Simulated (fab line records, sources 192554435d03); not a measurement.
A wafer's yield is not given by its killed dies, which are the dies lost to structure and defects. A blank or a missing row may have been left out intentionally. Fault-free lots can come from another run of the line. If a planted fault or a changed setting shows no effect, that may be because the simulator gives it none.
Split-lot trial | flow n5Finfet | on a route of 1938 steps: 7 lots, 39 wafers read

## ABOUT THE SPLIT
At N5_DUMMY_GATE_ETCH_42 (etches SiO2 in CHF3/O2, target depth 3.5 nm, time 31 s), the setting biasW was moved away from the recipe's 12 W on 12 of the 39 wafers read, by -18.3% to +14.8%. This setting was run at the recipe's value on the other wafers.

The split's own step is where the reading is taken.

## THE READING
rfVppV, in V, at N5_DUMMY_GATE_ETCH_42 (etches SiO2 in CHF3/O2, target depth 3.5 nm, time 31 s). Typical for fault-free wafers on this fab line: 42.5 V, with standard deviation 0.86 V.

wafer  | tool, chamber at the split | biasW as run, W | against the recipe | rfVppV, V | against lot-mates on the recipe
L077.1 | rieDiel-04, 3              | 12              | recipe             | 41.8      | -
L077.2 | rieDiel-04, 1              | 12              | recipe             | 42.7      | -
L077.3 | rieDiel-04, 0              | 12              | recipe             | 42.7      | -
L077.4 | rieDiel-04, 2              | 12              | recipe             | 41.5      | -
L077.5 | rieDiel-04, 0              | 12              | recipe             | 42.0      | -
L077.6 | rieDiel-04, 3              | 12              | recipe             | 41.8      | -
L078.1 | rieDiel-03, 3              | 12              | recipe             | 43.5      | -
L078.2 | rieDiel-03, 2              | 12              | recipe             | 43.2      | -
L078.3 | rieDiel-03, 1              | 12              | recipe             | 41.7      | -
L078.4 | rieDiel-03, 0              | 12              | recipe             | 42.5      | -
L078.5 | rieDiel-03, 2              | 12              | recipe             | 42.9      | -
L078.6 | rieDiel-03, 1              | 12              | recipe             | 42.9      | -
L080.1 | rieDiel-05, 2              | 13.56           | +13.0%             | 46.8      | +5.5
L080.2 | rieDiel-05, 1              | 13.56           | +13.0%             | 45.1      | +3.8
L080.3 | rieDiel-05, 3              | 12              | recipe             | 41.6      | -
L080.4 | rieDiel-05, 0              | 12              | recipe             | 41.6      | -
L080.5 | rieDiel-05, 0              | 13.56           | +13.0%             | 46.5      | +5.2
L080.6 | rieDiel-05, 1              | 12              | recipe             | 40.6      | -
L082.1 | rieDiel-03, 0              | 12              | recipe             | 41.6      | -
L082.2 | rieDiel-03, 3              | 13.78           | +14.8%             | 47.9      | +5.8
L082.3 | rieDiel-03, 1              | 12              | recipe             | 42.1      | -
L082.4 | rieDiel-03, 0              | 12              | recipe             | 42.6      | -
L082.5 | rieDiel-03, 3              | 13.78           | +14.8%             | 48.6      | +6.5
L082.6 | rieDiel-03, 1              | 13.78           | +14.8%             | 47.1      | +5.0
L084.1 | rieDiel-04, 1              | 9.802           | -18.3%             | 38.0      | -4.5
L084.2 | rieDiel-04, 0              | 12              | recipe             | 41.6      | -
L084.3 | rieDiel-04, 2              | 9.802           | -18.3%             | 35.5      | -7.0
L084.4 | rieDiel-04, 3              | 9.802           | -18.3%             | 37.4      | -5.1
L084.5 | rieDiel-04, 3              | 12              | recipe             | 43.7      | -
L084.6 | rieDiel-04, 0              | 12              | recipe             | 42.3      | -
L089.1 | rieDiel-03, 3              | 12.97           | +8.1%              | 44.4      | +1.6
L089.2 | rieDiel-03, 1              | 12              | recipe             | 42.7      | -
L089.3 | rieDiel-03, 2              | 12.97           | +8.1%              | 46.2      | +3.4
L089.4 | rieDiel-03, 0              | 12              | recipe             | 42.5      | -
L089.5 | rieDiel-03, 1              | 12              | recipe             | 43.3      | -
L089.6 | rieDiel-03, 2              | 12.97           | +8.1%              | 45.4      | +2.6
L092.2 | rieDiel-03, 3              | 12              | recipe             | 41.8      | -
L092.3 | rieDiel-03, 1              | 12              | recipe             | 42.8      | -
L092.5 | rieDiel-03, 0              | 12              | recipe             | 41.8      | -

THE FIT
A straight line over all 39 wafers: rfVppV changes by +0.32 V for each +1% of biasW; r = +0.95; the points scatter about the line by 0.82 V.
The same after taking each lot's own level away (the mean of its wafers on the recipe; 39 wafers): +0.34 V for each +1%; r = +0.97; scatter 0.71 V.
That fit puts the effect of the largest move of biasW on the reading at 6.2 V.
The lots' own levels span 41.27 to 42.83 V, that is 1.8 times the standard deviation above.
Consequently the slope shifts little with the lot-to-lot level, the two slopes agreeing.
Check: -6.49 V against its lot-mates is what the line predicts for one of the wafers moved furthest among these (-18.3%) when that wafer is left out of the fit. Against them it came out at -4.53 V.
Tool readings at the split's step, against how far the setting was moved: rfVppV r = +0.95.

## OTHER SPLITS APPLIED TO THESE WAFERS
Note: prior to the reading, these wafers also went through further splits. Each is held against what the fit with the lots' levels taken away leaves over:
other split on the same wafers      | wafers away from the commonest value | r with rfVppV (lot level and that fit taken away)
N5_FIN_CUT_CUT_ETCH_26 targetDepthA | 18                                   | -0.01
N5_DUMMY_GATE_ETCH_31 targetDepthA  | 6                                    | +0.04

## FILE'S OWN FIT
rfVppV changes by +0.345 V for each +1% of biasW, r = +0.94.
